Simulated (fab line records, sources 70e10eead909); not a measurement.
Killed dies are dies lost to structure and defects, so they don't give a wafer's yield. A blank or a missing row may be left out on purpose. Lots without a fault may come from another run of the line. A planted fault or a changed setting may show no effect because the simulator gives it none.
fab line records | flow nand_harc
record lots=5 wafers=15 last_day=25
route steps=1159 shown P_STI@107 P_GATE@110
lots that met no fault: from a run of the same line without faults
start_h: hours from the record's first day to the start of the lot's first wafer shown | wait_h: hours since the lot's step before | " the same as in the row above | L1.1+2: a row that stands for several wafers | - no value, or no start given | * or withheld: withheld | < > ~ a bound
route shown NAME@n: a module of which the file shows steps, and the number in the route of the first | usual: mean/standard deviation of fault-free wafers | same: alike in all rows | chamber/n: place in a boat | sites: the reading at each site | _std_site: their standard deviation | _edge_site: outer sites' mean less inner sites' | radius_mm: how far each site lies from the wafer's centre | mask NAME#n: copy n | behind: the tool/chamber that last shaped the wafer | hold: why the lot was held/for how many hours/how that ended | device: the transistor (n, p or np) that didn't switch | end of line: the same wafers' tests at the end of the route | a step without rows: its recipe alone | killed: dies lost to structure and defects at the first sort, not the wafer's yield | map: a wafer's dies, x killed, . not, _ none there
set.NAME: the setting as run; set.NAME@STEP: as run at that earlier step | model.NAME: the simulator's own value behind a step, which no gauge read
lots at some steps of the route; a table a step, a row a wafer
services: from which hour (start_h, from the record's first day; less than 0 if before it) a tool's chamber was out of use, for how many hours, and why
## steps
# step NHARC_P_STI_SRD_39
# step NHARC_P_STI_OXIDE_40
# recipe target_thk_a=100 temp_c=900 ox_time_s=1362 material=SiO2
# step NHARC_P_STI_INSPECT_25
# usual raw_defect_count=222/83
# columns lot.wafer tool chamber start_h wait_h raw_defect_count
L665.1 defect_inspect-02 - 84.63 0.4 226
L665.2 " - " " 225
L665.5 " - " " 160
L666.1 defect_inspect-01 - 92.67 0.4 446
L666.3 " - " " 238
L666.4 " - " " 330
L678.1 defect_inspect-01 - 160.85 0.4 254
L678.2 " - " " 263
L678.4 " - " " 376
L679.2 defect_inspect-01 - 173.91 0.4 452
L679.3 " - " " 327
L679.5 " - " " 303
L685.1 defect_inspect-01 - 204.56 0.4 163
L685.4 " - " " 344
L685.6 " - " " 185
# step NHARC_P_GATE_ETCH_69
# recipe target_depth_a=140 chemistry=dHF material=SiO2
# step NHARC_P_GATE_PRECLEAN_70
# recipe time_s=* temp_c=50 bath_age_min=0 chemistry=SC1
# step NHARC_P_GATE_SRD_01
# step NHARC_P_GATE_OXIDE_02
# recipe target_thk_a=375 temp_c=950 p_h2o_torr=720 ox_time_s=365 material=SiO2
# step NHARC_P_GATE_DEHYDRATE_03
# recipe temp_c=150 time_s=120
# step NHARC_P_GATE_HMDS_04
# recipe time_s=30
# step NHARC_P_GATE_COAT_05
# recipe spin_rpm=4690
# step NHARC_P_GATE_SOFTBAKE_06
# recipe temp_c=122 time_s=95
# step NHARC_P_GATE_EBR_07
# step NHARC_P_GATE_EXPOSE_08
# recipe na=0.6 dose_mj=16.75 mask_id=P_HV
# usual focus_offset_nm=0.0/0.45
# columns lot.wafer tool chamber start_h wait_h mask focus_offset_nm
L665.1 krf_scanner-03 0 92.66 - P_HV#0 1.0
L665.2 " 0 " " P_HV#0 0.3
L665.5 " 0 " " P_HV#0 0.5
L666.1 krf_scanner-04 0 100.81 - P_HV#0 -0.4
L666.3 " 0 " " P_HV#0 0.5
L666.4 " 0 " " P_HV#0 0.4
L678.1 krf_scanner-03 0 169.63 - P_PSD#0 -0.3
L678.2 " 0 " " P_PSD#0 -0.3
L678.4 " 0 " " P_PSD#0 -0.4
L679.2 krf_scanner-01 0 182.03 - P_HV#0 -0.4
L679.3 " 0 " " P_HV#0 -1.6
L679.5 " 0 " " P_HV#0 -0.2
L685.1 krf_scanner-04 0 212.65 - P_HV#0 -0.3
L685.4 " 0 " " P_HV#0 0.1
L685.6 " 0 " " P_HV#0 -0.5
# step NHARC_P_GATE_PEB_09
# recipe peb_temp_c=118 peb_time_s=85
# step NHARC_P_GATE_DEVELOP_10
# recipe time_s=70
# step NHARC_P_GATE_CD_MEAS_11
# recipe target_cd_nm=1640 landing_energy_ev=500
# usual cd_nm=1641.0/1.7
# columns lot.wafer tool chamber start_h wait_h cd_nm
L665.1 cd_sem-02 0 92.82 - 1640.2
L665.2 " 0 " " 1642.0
L665.5 " 0 " " 1643.5
L666.1 cd_sem-01 0 100.97 - 1637.7
L666.3 " 0 " " 1639.5
L666.4 " 0 " " 1638.6
L678.1 cd_sem-03 0 169.79 - -
L678.2 " 0 " " -
L678.4 " 0 " " -
L679.2 cd_sem-03 0 182.19 - 1642.2
L679.3 " 0 " " 1641.8
L679.5 " 0 " " 1643.1
L685.1 cd_sem-02 0 212.81 - 1642.0
L685.4 " 0 " " 1641.1
L685.6 " 0 " " 1640.0
# step NHARC_P_GATE_HARDBAKE_12
# recipe temp_c=125 time_s=80
## services
# columns tool chamber start_h hours kind
krf_scanner-01 - 84.00 4.0 pm
krf_scanner-03 0 98.58 - calibration
krf_scanner-03 - 101.11 0.6 repair
krf_scanner-04 0 113.70 - calibration
krf_scanner-04 - 126.00 4.0 pm
krf_scanner-01 - 146.33 1.7 repair
krf_scanner-03 - 171.87 4.0 pm
krf_scanner-01 0 184.60 - calibration
krf_scanner-04 - 186.66 0.2 repair
## key
first_sign step=NHARC_P_GATE_EXPOSE_08 reading=mask direction=changed
effect step=NHARC_P_GATE_CD_MEAS_11 reading=cd_nm direction=missing
met_at NHARC_P_GATE_EXPOSE_08
struck_wafers L678.1,L678.2,L678.4
later_rows_left_out L678.1,L678.2,L678.4
sort_left_out L678.1,L678.2,L678.4
tester_left_out L678
onset_between 92.66 169.63
fault kind=wrong_mask tool=any chamber=- onset_h=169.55 steps=NHARC_P_GATE_EXPOSE_08 aux_copy=P_PSD#0 scope=struck_lots_only
# tester_left_out: of these lots the tester's yield and bins aren't shown, on N5 and GAA mostly nor the transistor test; their killed dies are dies lost to structure and defects alone, not to doping, threshold or leakage, so they don't give the yield
# sort_left_out: the simulated sort isn't trusted on such a fault, so these wafers' sort isn't shown, and their yield isn't known
# later_rows_left_out: the simulator's readings of these wafers behind a module that went badly wrong aren't trusted and aren't shown, but for the sort
